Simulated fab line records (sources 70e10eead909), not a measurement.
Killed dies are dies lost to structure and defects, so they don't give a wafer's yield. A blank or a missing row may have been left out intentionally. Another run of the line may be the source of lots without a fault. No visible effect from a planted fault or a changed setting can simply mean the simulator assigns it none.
fab line records | flow nand_harc
[record] lots = 5 wafers = 15 last_day = 33
route steps=1302 shown A_M0@1164 A_M1@1169 END@1302
lots that met no fault: taken from a fault-free run of the same line
start_h: the number of hours between the record's first day and the start of the first shown wafer of the lot | wait_h: time in hours since the lot's previous step | " the same as in the row above | L1.1+2: several wafers, shown together as one row | - value missing, or start not given | * or withheld: withheld | < > ~ a bound
route shown NAME@n: names a module that has steps shown in the file, with the first one's number in the route | usual: mean/standard deviation taken from wafers without a fault | same: alike in all rows | chamber/n: place in a boat | sites: per-site readings | _std_site: standard deviation of those values | _edge_site: mean of outer sites minus mean of inner sites | radius_mm: for every site, how far away it sits from the centre of the wafer | mask NAME#n: copy n | behind: tool/chamber where the wafer was last shaped | hold: reason for holding the lot/hours on hold/outcome of the hold | device: the transistor (n, p or np) that didn't switch | end of line: the same wafers' tests at the end of the route | for a step that has no rows: nothing shown but its recipe | killed: dies that structure and defects cost at the first sort, which is not the same as the wafer's yield | map: shows each die of a wafer: x if killed, . if not, _ if none is there
set.NAME: the setting the step ran with; set.NAME@STEP: the setting that earlier step ran with | model.NAME: the simulator's own value behind a step, which no gauge read
lots seen at some steps along the route; tables by step, rows by wafer
services: a tool's chamber out of use, with start hour (start_h, from the record's first day; less than 0 if before it), hours out, and reason
[[steps]]
[step NHARC_A_M0_SRD_25]
[step NHARC_A_M0_INSPECT_27]
[usual] raw_defect_count = 534/180
// columns lot.wafer tool chamber start_h wait_h raw_defect_count
L185.2 defect_inspect-01 - 535.83 0.0 449
L185.3 " - " " 439
L185.5 " - " " 408
L194.3 defect_inspect-02 - 612.64 0.0 559
L194.5 " - " " 580
L194.6 " - " " 477
L198.3 defect_inspect-01 - 675.38 0.0 513
L198.4 " - " " 497
L198.5 " - " " 448
L208.4 defect_inspect-02 - 736.71 0.0 435
L208.5 " - " " 476
L208.6 " - " " 323
L207.1 defect_inspect-02 - 737.33 0.0 501
L207.2 " - " " 357
L207.4 " - " " 377
[step NHARC_A_M0_PRE_CLEAN_31]
[recipe] time_s = 12 temp_c = 370 rf_power_w = 300 gas = NH3
[usual] heater_power_w = 619/65
// columns lot.wafer tool chamber start_h wait_h heater_power_w
L185.2 pecvd-02 2 535.89 0.1 470
L185.3 " 0 " " 661
L185.5 " 0 " " 665
L194.3 pecvd-01 0 612.70 0.1 698
L194.6 " 1 " " 673
L194.5 " 2 " " 545
L198.3 pecvd-01 0 675.45 0.1 704
L198.4 " 0 " " 723
L198.5 " 1 " " 589
L208.6 pecvd-02 2 736.81 0.1 526
L208.4 " 0 " " 574
L208.5 " 1 " " 538
L207.1 pecvd-02 2 737.66 0.3 539
L207.2 " 0 " " 653
L207.4 " 1 " " 619
[step NHARC_A_M0_DEP_32]
[recipe] target_thk_a = 300 temp_c = 370 target_thk_nm = 30 pressure_torr = 3 flow_sccm = 200 rf_w = 450 material = SiCN
[usual] heater_power_w = 558/65
// columns lot.wafer tool chamber start_h wait_h heater_power_w
L185.2 pecvd-02 2 535.97 0.1 474
L185.3 " 0 " " 645
L185.5 " 0 " " 647
L194.3 pecvd-01 0 612.78 0.1 620
L194.6 " 1 " " 621
L194.5 " 2 " " 582
L198.3 pecvd-01 0 675.53 0.1 616
L198.4 " 0 " " 620
L198.5 " 1 " " 615
L208.6 pecvd-02 2 736.98 0.2 473
L208.4 " 0 " " 587
L208.5 " 1 " " 528
L207.1 pecvd-02 2 737.73 0.1 443
L207.2 " 0 " " 621
L207.4 " 1 " " 501
[step NHARC_A_M1_DEP_00]
[recipe] target_thk_a = 1825 target_thk_nm = 182.5 temp_c = withheld pressure_torr = 5 flow_sccm = 200 rf_w = 600 material = SiOC
[step NHARC_A_M1_DEHYDRATE_01]
[recipe] temp_c = 150 time_s = 120
[step NHARC_A_M1_HMDS_02]
[recipe] time_s = 30
[step NHARC_A_M1_COAT_34]
[recipe] temp_c = 200 time_s = 65
[step NHARC_A_M1_COAT_03]
[recipe] spin_rpm = 1500 resist_thk_nm = 90
[step NHARC_A_M1_SOFTBAKE_04]
[recipe] temp_c = 105 time_s = 55
[step NHARC_A_M1_EBR_05]
[step NHARC_A_M1_EXPOSE_06]
[recipe] na = 1.35 target_cd_nm = 120 dose_mj = 75.13 mask_id = A_M1
[usual] reticle_temp_C = 23.03/0.11
// columns lot.wafer tool chamber start_h wait_h mask reticle_temp_C model.A_M1.overlay_x_nm
L185.2 arfi_scanner-03 0 537.09 - A_M1#0 22.87 -0.3347
L185.3 " 0 " " A_M1#0 23.00 -0.3347
L185.5 " 0 " " A_M1#0 23.08 -0.3347
L194.3 arfi_scanner-03 0 613.77 - A_M1#0 22.86 0.9411
L194.5 " 0 " " A_M1#0 22.89 0.9411
L194.6 " 0 " " A_M1#0 23.11 0.9411
L198.3 arfi_scanner-01 0 676.66 - A_M1#0 22.95 0.49
L198.4 " 0 " " A_M1#0 23.04 0.49
L198.5 " 0 " " A_M1#0 23.03 0.49
L208.4 arfi_scanner-01 0 738.09 - A_M1#0 23.12 0.507
L208.5 " 0 " " A_M1#0 23.02 0.507
L208.6 " 0 " " A_M1#0 22.96 0.507
L207.1 arfi_scanner-01 0 738.73 - A_M1#0 22.90 0.472
L207.2 " 0 " " A_M1#0 23.03 0.472
L207.4 " 0 " " A_M1#0 23.12 0.472
[step NHARC_A_M1_PEB_07]
[recipe] peb_temp_c = 100 peb_time_s = 65
[step NHARC_END_SORT_01]
[recipe] temp_c = 25
[usual] defect_limited_yield = 92.7/2.6 killed_at_array = 45/18 killed_at_other = 0.9/1.3 killed_at_periphery = 3.7/2.2 killed_dies = 50/18 killed_open = 3.2/1.9 killed_short = 2.4/1.6 sort_bin_2_pct = 2.5/1.1 sort_bin_3_pct = 0.6/0.36 sort_bin_4_pct = 4.3/1.5 sort_n_pass = 627/18 sort_rim_yield_pct = 92/4.3 sort_yield_pct = 92.7/2.6
[same] gross_dies = 677 sort_bin_5_pct[%] = 0 sort_bin_6_pct[%] = 0 sort_bin_7_pct[%] = 0 sort_bin_8_pct[%] = 0 sort_rim_n_gross = 106.00
// columns lot.wafer tool chamber start_h wait_h defect_limited_yield[%] killed_at_array killed_at_other killed_at_periphery killed_dies killed_open killed_short sort_bin_2_pct[%] sort_bin_3_pct[%] sort_bin_4_pct[%] sort_n_pass sort_rim_yield_pct[%] sort_yield_pct[%]
L198.3 prober-02 0 713.13 3.1 91.6 55 0 2 57 4 2 2.7 0.3 5.5 620 92 91.6
// killed by level:class
L198.3 A_CHANNEL_HOLE_D2:chamber_film_flake=28 A_CHANNEL_HOLE_D1:chamber_film_flake=13 A_CONTACT:chamber_film_flake=3 A_ONON_D2:geometric_particle:open=2 A_BLC:chamber_film_flake=2 A_SLIT:chamber_film_flake=2 P_GATE:geometric_particle:short=1 A_CHANNEL_HOLE_D2:geometric_particle:short=1
[[services]]
// columns tool chamber start_h hours kind
arfi_scanner-03 - 540.02 4.0 pm
pecvd-01 - 551.67 13.0 pm
pecvd-01 0 551.67 13.0 vent_cycle
pecvd-01 1 551.67 13.0 vent_cycle
pecvd-01 2 551.67 13.0 vent_cycle
arfi_scanner-03 - 553.79 0.4 repair
arfi_scanner-01 - 555.00 0.3 repair
pecvd-02 - 589.13 13.0 pm
pecvd-02 0 589.13 13.0 vent_cycle
pecvd-02 1 589.13 13.0 vent_cycle
pecvd-02 2 589.13 13.0 vent_cycle
pecvd-01 2 591.15 2.3 repair
arfi_scanner-01 - 596.50 4.0 pm
pecvd-02 0 602.13 - clean
pecvd-02 1 602.13 - clean
pecvd-02 2 602.13 - clean
arfi_scanner-01 - 618.29 0.5 repair
pecvd-02 1 635.27 8.1 repair
pecvd-02 0 669.83 5.5 repair
pecvd-02 1 670.17 6.6 repair
arfi_scanner-01 - 707.65 0.8 repair
arfi_scanner-03 - 712.02 4.0 pm
pecvd-02 0 713.38 2.0 repair
pecvd-01 - 732.67 13.0 pm
[[key]]
first_sign none at tools or gauges
[model_effect] step = NHARC_A_M1_EXPOSE_06 value = A_M1.overlay_x_nm without = -2.116 struck = 0.9411
met_at NHARC_A_M1_EXPOSE_06
struck_wafers L194.3,L194.5,L194.6
onset_between 537.09 613.77
[fault] kind = scanner_matching_overlay tool = arfi_scanner-03 chamber = - onset_h = 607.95 steps = NHARC_A_M1_EXPOSE_06 offset = 3.0571
